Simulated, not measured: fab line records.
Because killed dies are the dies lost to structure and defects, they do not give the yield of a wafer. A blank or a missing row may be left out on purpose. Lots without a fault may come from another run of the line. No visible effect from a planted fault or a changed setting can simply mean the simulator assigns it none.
Matching of chambers + flow nandHarc + NHARC_A_STAIRCASE_ETCH_15 on rieDiel-04 has 4 sister chambers
The step etches the open film in C4F8/O2, target depth 100 nm, time 40.5 s. 4 wafers are shown with their chamber, then 7 later ones without.

## WAFERS PAIRED WITH THEIR CHAMBERS
| wafer  | chamber | rfVppV (V) |
|--------|---------|------------|
| L756.3 | 2       | 898        |
| L759.5 | 0       | 889        |
| L761.2 | 1       | 887        |
| L761.3 | 3       | 902        |

## WAFERS WITHOUT THEIR CHAMBER
| wafer  | rfVppV (V) |
|--------|------------|
| L761.5 | 902        |
| L762.3 | 906        |
| L762.4 | 903        |
| L762.6 | 905        |
| L764.2 | 900        |
| L764.3 | 901        |
| L764.6 | 906        |

## WHICH CHAMBER EACH ONE RAN IN
| wafer  | from the rows above     | in truth |
|--------|-------------------------|----------|
| L761.5 | can't be placed: 3 or 2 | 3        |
| L762.3 | can't be placed: 3 or 2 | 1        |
| L762.4 | can't be placed: 3 or 2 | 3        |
| L762.6 | can't be placed: 3 or 2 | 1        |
| L764.2 | can't be placed: 2 or 3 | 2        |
| L764.3 | can't be placed: 3 or 2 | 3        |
| L764.6 | can't be placed: 3 or 2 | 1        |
Correctly placed: 0 of 7. From these rows, 7 cannot be placed; in 4 the true chamber is one of the candidates. Number placed wrongly: 0.
How it was worked out, from the rows above alone: a wafer's distance from a chamber is the root of the sum, over the readings, of the square of ((its reading less the chamber's mean) divided by the reading's scatter). The wafer belongs to the nearest chamber; if the next one is less than 2 further off, it can't be placed. For every chamber, the mean is computed from those of its wafers that are shown. The scatter (one wafer shown for each chamber): square how far every hidden wafer sits from the nearest shown wafer, average those squares and take the square root.
